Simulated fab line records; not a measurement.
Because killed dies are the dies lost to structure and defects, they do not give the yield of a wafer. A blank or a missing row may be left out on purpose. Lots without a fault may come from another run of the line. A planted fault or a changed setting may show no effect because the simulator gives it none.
fab line records	flow n5Finfet	part 2 of 2: steps 5 to 6 of 6
[record] lots = 20	wafers = 60	lastDay = 18
route steps=1938 shown BEOL_M9@1423 BEOL_M10@1471
lots that met no fault: from a run of the same line without faults
startH: hours from the record's first day to the start of the lot's first wafer shown	waitH: hours from the lot's prior step to this one	" as in the row above	L1.1+2: several wafers, shown together as one row	- no value, or no start was given	* or withheld: withheld	< > ~ a bound
route shown NAME@n: a module of which the file shows steps, and the number in the route of the first	usual: average and standard deviation across the fault-free wafers	same: alike in all rows	chamber/n: place in a boat	sites: readings site by site	_std_site: the values' standard deviation	_edge_site: inner sites' mean taken away from outer sites' mean	radiusMm: how far each site lies from the wafer's centre	mask NAME#n: copy n	behind: the most recent tool/chamber to have shaped the wafer	hold: why the lot was held/for how many hours/how that ended	device: which transistor (n, p or np) failed to switch	end of line: the same wafers' tests at the end of the route	a step without rows: its recipe alone	killed: dies lost to structure and defects at the first sort, not the wafer's yield	map: the dies of a wafer, with x for killed, . for not killed, _ for no die there
set.NAME: the setting as run; set.NAME@STEP: as run at that earlier step	model.NAME: the simulator's own value behind a step, which no gauge read
one table for each step of the route and one row for each wafer, over a sample of lots
services: from which hour (startH, from the record's first day; less than 0 if before it) a tool's chamber was out of use, for how many hours, and why
[[steps]]
[step N5_BEOL_M10_PECVD_70]
[recipe] material = SiO2	targetThkA = 200	tempC = 400	precursor = TEOS/O2	pressureTorr = 5.5	rfW = 450	teosFlowSccm = 53.8	gas = O2	flowSccm = 3000	timeS = 22.7
[usual] chamberPressureTorr = 5.501/0.011	heaterPowerW = 772/120	showerheadPlenumPTorr = 8.78/0.081	susceptorTempC = 400.02/0.21	throttleValvePct = 22.6/2
lot.wafer	tool	chamber	startH	waitH	chamberPressureTorr	heaterPowerW	showerheadPlenumPTorr	susceptorTempC	throttleValvePct
L074.1	pecvd-04	0	253.97	0.0	5.498	674	8.78	399.82	20.8
L074.3	"	1	"	"	5.505	667	8.73	400.24	23.9
L074.5	"	1	"	"	5.506	656	8.72	400.48	24.0
L075.1	pecvd-04	1	258.51	0.0	5.510	609	8.70	399.96	24.0
L075.4	"	2	"	"	5.496	650	8.84	400.12	21.1
L075.6	"	0	"	"	5.505	767	8.77	399.83	21.1
L077.2	pecvd-03	1	258.89	0.0	5.499	819	8.91	400.08	23.5
L077.3	"	2	"	"	5.508	863	8.89	400.10	20.4
L077.4	"	0	"	"	5.514	704	8.74	399.99	27.4
L078.1	pecvd-03	2	277.00	0.0	5.503	957	8.87	400.16	20.1
L078.3	"	1	"	"	5.494	856	8.89	400.22	23.7
L078.6	"	2	"	"	5.497	949	8.87	400.32	20.2
L079.2	pecvd-02	1	282.83	0.0	5.502	708	8.81	399.98	22.6
L079.3	"	0	"	"	5.507	815	8.67	399.97	21.1
L079.5	"	1	"	"	5.505	721	8.80	400.00	23.0
L080.1	pecvd-03	0	282.99	0.0	5.493	865	8.75	399.79	27.1
L080.3	"	1	"	"	5.486	805	8.89	399.99	23.6
L080.4	"	1	"	"	5.487	803	8.90	399.86	23.7
L081.1	pecvd-04	0	283.95	0.0	5.483	775	8.78	400.02	21.1
L081.4	"	0	"	"	5.499	775	8.77	400.17	21.0
L081.6	"	1	"	"	5.513	569	8.71	400.00	24.0
L082.1	pecvd-03	1	289.54	0.0	5.496	834	8.90	400.04	23.7
L082.3	"	2	"	"	5.511	837	8.87	399.72	20.3
L082.6	"	1	"	"	5.493	853	8.91	400.41	23.5
L083.1	pecvd-02	2	309.66	0.0	5.510	957	8.67	400.26	22.2
L083.2	"	0	"	"	5.496	819	8.64	400.33	21.0
L083.3	"	1	"	"	5.484	619	8.81	399.97	22.8
L084.3	pecvd-02	2	315.42	0.1	5.506	1060	8.68	399.71	22.3
L084.4	"	2	"	"	5.496	1040	8.67	399.78	22.3
L084.6	"	0	"	"	5.493	733	8.68	399.88	21.2
L087.1	pecvd-02	1	324.58	0.0	5.507	635	8.81	399.88	23.0
L087.4	"	0	"	"	5.507	866	8.67	400.31	21.0
L087.5	"	2	"	"	5.488	888	8.68	399.71	22.2
L086.1	pecvd-04	1	325.11	0.0	5.508	661	8.69	399.93	24.1
L086.4	"	1	"	"	5.513	668	8.71	399.81	24.0
L086.5	"	2	"	"	5.516	649	8.86	399.95	21.7
L091.1	pecvd-03	1	354.17	0.0	5.504	829	8.90	399.54	23.3
L091.4	"	0	"	"	5.521	801	8.75	400.08	27.0
L091.6	"	2	"	"	5.492	852	8.87	400.00	20.2
L090.1	pecvd-02	1	356.08	0.0	5.479	706	8.82	400.33	22.7
L090.3	"	2	"	"	5.503	929	8.70	400.16	22.4
L090.6	"	0	"	"	5.486	796	8.67	399.95	21.1
L088.3	pecvd-03	1	356.65	0.0	5.509	776	8.90	400.16	23.3
L088.5	"	0	"	"	5.506	821	8.78	400.39	27.0
L088.6	"	2	"	"	5.494	965	8.89	399.72	20.5
L092.2	pecvd-03	0	357.40	0.0	5.503	784	8.76	400.20	27.3
L092.3	"	2	"	"	5.513	817	8.89	400.15	20.4
L092.6	"	1	"	"	5.500	802	8.87	400.03	23.6
L094.3	pecvd-02	1	369.86	0.0	5.490	720	8.81	399.93	23.0
L094.5	"	2	"	"	5.513	1035	8.66	400.59	22.4
L094.6	"	0	"	"	5.480	764	8.65	399.87	21.4
L093.1	pecvd-02	1	370.07	0.0	5.491	642	8.81	400.33	22.8
L093.3	"	2	"	"	5.511	1001	8.69	400.01	22.4
L093.5	"	2	"	"	5.505	1031	8.68	399.86	22.3
L095.2	pecvd-04	0	378.68	0.0	5.475	761	8.79	400.15	21.3
L095.4	"	1	"	"	5.499	550	8.71	400.07	24.0
L095.5	"	2	"	"	5.501	598	8.86	400.14	21.5
L097.1	pecvd-04	0	386.46	0.0	5.504	811	8.77	399.84	21.4
L097.3	"	2	"	"	5.527	702	8.86	400.16	21.7
L097.4	"	1	"	"	5.505	578	8.70	400.40	23.8
[step N5_BEOL_M10_ETCH_66]
[recipe] chemistry = N2/H2	target = SOC	targetDepthA = 1200	overetchA = 240	maskMaterial = SiARC	tempC = 40	timeS = 180	ionEnergyEv = 200	pressureMtorr = 30	sourceW = 840	biasW = 150	n2FlowSccm = 200	h2FlowSccm = 200
[usual] biasW = 149.9/0.44	drypumpMotorCurrentA = 5.6/0.48	oesProductAu = 0.64/0.059	rfVppV = 522.9/2.6	showerheadPlenumPTorr = 2.51/0.089	tempC = 39.98/0.11	throttleValvePct = 17.74/0.21
lot.wafer	tool	chamber	startH	waitH	biasW	drypumpMotorCurrentA	oesProductAu	rfHoursCounterH	rfVppV	showerheadPlenumPTorr	tempC	throttleValvePct
L074.1	rieDiel-04	3	259.52	0.0	150.1	5.8	0.56	215	521.0	2.51	39.93	17.62
L074.3	"	2	"	"	149.8	6.8	0.54	242	521.4	2.50	39.77	18.29
L074.5	"	0	"	"	150.2	4.9	0.64	-	520.3	2.44	39.85	17.88
L077.2	rieDiel-04	0	262.69	0.0	150.9	5.0	0.65	119	522.5	2.44	39.90	17.87
L077.3	"	1	"	"	150.6	5.7	0.60	202	520.6	2.42	39.90	17.50
L077.4	"	3	"	"	150.2	5.8	0.56	216	523.9	2.51	40.18	17.63
L075.1	rieDiel-03	1	262.86	0.0	150.3	6.3	0.62	128	524.3	2.54	40.03	17.41
L075.4	"	0	"	"	150.0	5.2	0.62	136	525.4	2.63	40.01	17.79
L075.6	"	2	"	"	149.9	5.6	0.64	-	522.1	2.45	40.16	17.95
L078.1	rieDiel-06	3	281.79	0.0	149.5	5.0	0.71	62	526.5	2.67	39.71	17.80
L078.3	"	1	"	"	149.1	5.9	0.68	73	526.6	2.69	40.06	17.73
L078.6	"	1	"	"	149.8	5.9	0.69	-	528.2	2.69	40.01	17.74
L079.2	rieDiel-03	3	285.82	0.0	149.9	5.7	0.62	131	520.3	2.44	39.88	17.74
L079.3	"	0	"	"	150.0	5.1	0.61	144	526.1	2.63	39.97	17.80
L079.5	"	0	"	"	149.2	5.2	0.61	-	527.8	2.63	40.01	17.81
L080.1	rieDiel-06	0	285.98	0.0	149.7	5.3	0.69	54	525.9	2.58	39.98	17.82
L080.3	"	3	"	"	150.0	5.0	0.71	63	527.6	2.67	40.14	17.80
L080.4	"	2	"	"	150.0	5.4	0.73	19	525.4	2.57	39.85	17.53
L081.1	rieDiel-04	3	286.85	0.0	149.7	5.8	0.56	226	523.5	2.50	40.02	17.64
L081.4	"	0	"	"	150.6	5.0	0.63	-	520.9	2.44	40.05	17.92
L081.6	"	1	"	"	149.1	5.7	0.59	-	520.2	2.41	39.94	17.52
L082.1	rieDiel-04	0	295.04	0.0	149.8	5.0	0.64	134	521.7	2.44	40.09	17.92
L082.3	"	3	"	"	149.9	5.8	0.55	231	523.3	2.50	40.05	17.65
L082.6	"	1	"	"	150.6	5.7	0.59	-	519.4	2.41	39.98	17.53
L083.1	rieDiel-06	0	316.86	0.0	149.4	5.3	0.68	64	525.0	2.58	39.99	17.83
L083.2	"	3	"	"	150.6	4.9	0.69	72	527.2	2.67	40.07	17.83
L083.3	"	1	"	"	150.2	5.9	0.68	83	528.4	2.69	40.14	17.75
L084.3	rieDiel-03	3	320.71	0.1	150.4	5.7	0.62	-	521.2	2.44	40.11	17.76
L084.4	"	2	"	"	149.6	5.7	0.64	-	521.6	2.44	40.07	17.99
L084.6	"	3	"	"	150.6	5.7	0.62	-	520.4	2.44	39.87	17.75
L087.1	rieDiel-04	0	327.54	0.0	148.9	5.0	0.62	147	521.7	2.43	40.04	17.93
L087.4	"	2	"	"	150.1	6.8	0.77	5	524.1	2.50	39.96	17.85
L087.5	"	0	"	"	149.2	5.0	0.63	-	521.9	2.43	40.03	17.94
L086.1	rieDiel-03	3	330.70	0.0	149.6	5.7	0.62	149	520.2	2.44	40.08	17.76
L086.4	"	1	"	"	150.7	6.3	0.61	-	523.1	2.53	39.80	17.42
L086.5	"	3	"	"	149.7	5.7	0.62	-	521.2	2.43	39.88	17.75
L091.1	rieDiel-03	2	357.96	0.0	149.8	5.6	0.63	140	521.7	2.43	39.97	18.02
L091.4	"	1	"	"	150.2	6.3	0.60	158	525.2	2.53	39.84	17.47
L091.6	"	2	"	"	150.0	5.6	0.63	-	521.0	2.43	40.01	18.01
L090.1	rieDiel-04	1	360.88	0.0	150.8	5.7	0.56	242	520.5	2.40	39.99	17.59
L090.3	"	0	"	"	150.3	4.9	0.62	159	519.7	2.43	40.08	17.96
L090.6	"	3	"	"	150.4	5.8	0.77	-	522.6	2.49	40.30	17.24
L088.3	rieDiel-06	0	361.14	0.0	149.9	5.3	0.67	78	525.5	2.57	39.60	17.86
L088.5	"	1	"	"	149.4	5.9	0.66	-	527.7	2.68	39.82	17.78
L088.6	"	2	"	"	150.3	5.4	0.69	-	524.5	2.56	39.98	17.58
L092.2	rieDiel-03	3	361.74	0.0	150.4	5.7	0.61	158	520.1	2.43	39.90	17.78
L092.3	"	2	"	"	149.2	5.6	0.62	142	519.9	2.43	40.11	18.01
L092.6	"	2	"	"	149.6	5.6	0.63	-	521.9	2.43	39.98	18.02
L094.3	rieDiel-04	3	372.13	0.0	150.0	5.8	0.76	5	521.9	2.49	40.05	17.27
L094.5	"	3	"	"	149.4	5.8	0.76	-	522.7	2.49	40.10	17.26
L094.6	"	2	"	"	150.3	6.8	0.74	-	521.6	2.49	40.20	17.90
L093.1	rieDiel-04	1	374.40	0.0	150.3	5.7	0.57	246	520.4	2.40	39.92	17.59
L093.3	"	0	"	"	149.4	5.0	0.61	164	521.7	2.43	39.99	17.95
L093.5	"	0	"	"	149.6	5.0	0.61	-	521.6	2.43	40.08	17.96
L095.2	rieDiel-04	1	382.97	0.0	149.9	5.7	0.57	249	519.3	2.40	39.92	17.59
L095.4	"	2	"	"	150.4	6.8	0.74	24	521.5	2.49	39.91	17.88
L095.5	"	0	"	"	149.9	5.0	0.61	-	520.5	2.42	40.03	17.96
L097.1	rieDiel-03	1	393.02	0.0	150.6	6.3	0.60	172	523.0	2.52	39.92	17.50
L097.3	"	2	"	"	149.9	5.6	0.62	148	519.6	2.43	40.02	18.05
L097.4	"	0	"	"	149.5	5.2	0.59	177	525.2	2.61	39.89	17.86
[[services]]
tool	chamber	startH	hours	kind
pecvd-04	-	224.36	1.5	repair
pecvd-03	0	225.67	2.2	repair
rieDiel-05	0	227.75	9.5	repair
rieDiel-01	3	252.29	4.1	repair
uvCure-01	-	259.51	2.1	pm
rieDiel-02	-	263.90	1.7	repair
rieDiel-03	1	265.87	8.3	repair
uvCure-03	-	272.28	3.4	pm
uvCure-02	-	286.38	1.0	pm
uvCure-03	-	304.09	6.0	pm
pecvd-04	-	305.66	14.0	repair
rieDiel-01	0	309.55	5.6	repair
uvCure-03	-	311.70	3.2	repair
rieDiel-03	0	314.36	19.1	repair
rieDiel-03	1	319.35	9.5	repair
rieDiel-01	-	320.61	2.8	pm
pecvd-02	1	324.87	29.1	repair
rieDiel-03	3	338.59	11.0	repair
rieDiel-04	2	358.26	6.6	repair
pecvd-03	-	366.32	6.0	pm
rieDiel-01	3	370.74	13.1	repair
rieDiel-03	2	380.00	12.7	repair
rieDiel-02	3	383.28	7.3	repair
pecvd-03	-	390.43	2.8	pm
